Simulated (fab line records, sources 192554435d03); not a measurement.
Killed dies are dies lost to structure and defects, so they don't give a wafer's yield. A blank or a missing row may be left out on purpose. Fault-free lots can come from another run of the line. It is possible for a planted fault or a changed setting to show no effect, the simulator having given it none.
3 desks looking at one fault + flow n5-finfet + each desk has only its own numbers; what lay behind them comes last

== TOOL OWNER'S DESK, litho-track-03 ==
The tool's own readings at N5_BEOL_M12_DEVELOP_09 (develop time 45 s): means of the sampled wafers that have a number, for each lot that ran on this tool. If a lot's mean is further than 4 standard deviations from the usual mean, the lot is out of limits and carries the mark OUT (the distance appears in the brackets).
Columns: A = chill-plate-temp-C at N5_BEOL_M12_DEVELOP_09, usual 23.02 C
| lot  | first seen here | A     |
|------|-----------------|-------|
| L717 | day 12 17:08    | 23.05 |
This desk's finding: nothing out of limits on the one lot.

== THE DEFECT DESK ==
Per lot, the means of the sampled wafers with a number show what the inspections along the route counted. If a lot's mean is further than 4 standard deviations from the usual mean, the lot is out of limits and carries the mark OUT (the distance appears in the brackets).
Columns: A = raw-defect-count at N5_BEOL_M11_INSPECT_58, usual 75
| lot  | first seen here | A   |
|------|-----------------|-----|
| L717 | day 12 16:46    | 82  |
| L721 | day 13 09:51    | 81  |
| L723 | day 14 09:11    | 64  |
| L726 | day 14 21:22    | 77  |
| L729 | day 15 05:50    | 78  |
| L732 | day 16 10:41    | 108 |
This desk's finding: nothing out of limits on any of the 6 lots.

== FROM THE METROLOGY DESK ==
Means of the sampled wafers that have a number, per lot and without regard to the tool the lot ran on: this is what the gauges read. If a lot's mean is further than 4 standard deviations from the usual mean, the lot is out of limits and carries the mark OUT (the distance appears in the brackets).
Columns: A = M11_RS at N5_BEOL_M11_RS_MEAS_57, usual 0.1500 ohm/sq; B = M12_ILD_THK at N5_BEOL_M12_THK_MEAS_01, usual 658 nm
| lot  | first seen here | A      | B   |
|------|-----------------|--------|-----|
| L717 | day 12 16:45    | 0.1484 | 647 |
| L721 | day 13 09:50    | 0.1525 | 651 |
| L723 | day 14 09:10    | 0.1527 | 661 |
| L726 | day 14 21:20    | 0.1503 | 658 |
| L729 | day 15 05:49    | 0.1496 | 656 |
| L732 | day 16 10:40    | 0.1491 | 661 |
This desk's finding: nothing out of limits on any of the 6 lots.

== ALL TOGETHER ==
The desk of the tool owner found nothing out of limits.
Nothing out of limits was seen by the defect desk.
At the metrology desk, nothing out of limits was observed.

== WHAT THE SIMULATOR HAD INSERTED ==
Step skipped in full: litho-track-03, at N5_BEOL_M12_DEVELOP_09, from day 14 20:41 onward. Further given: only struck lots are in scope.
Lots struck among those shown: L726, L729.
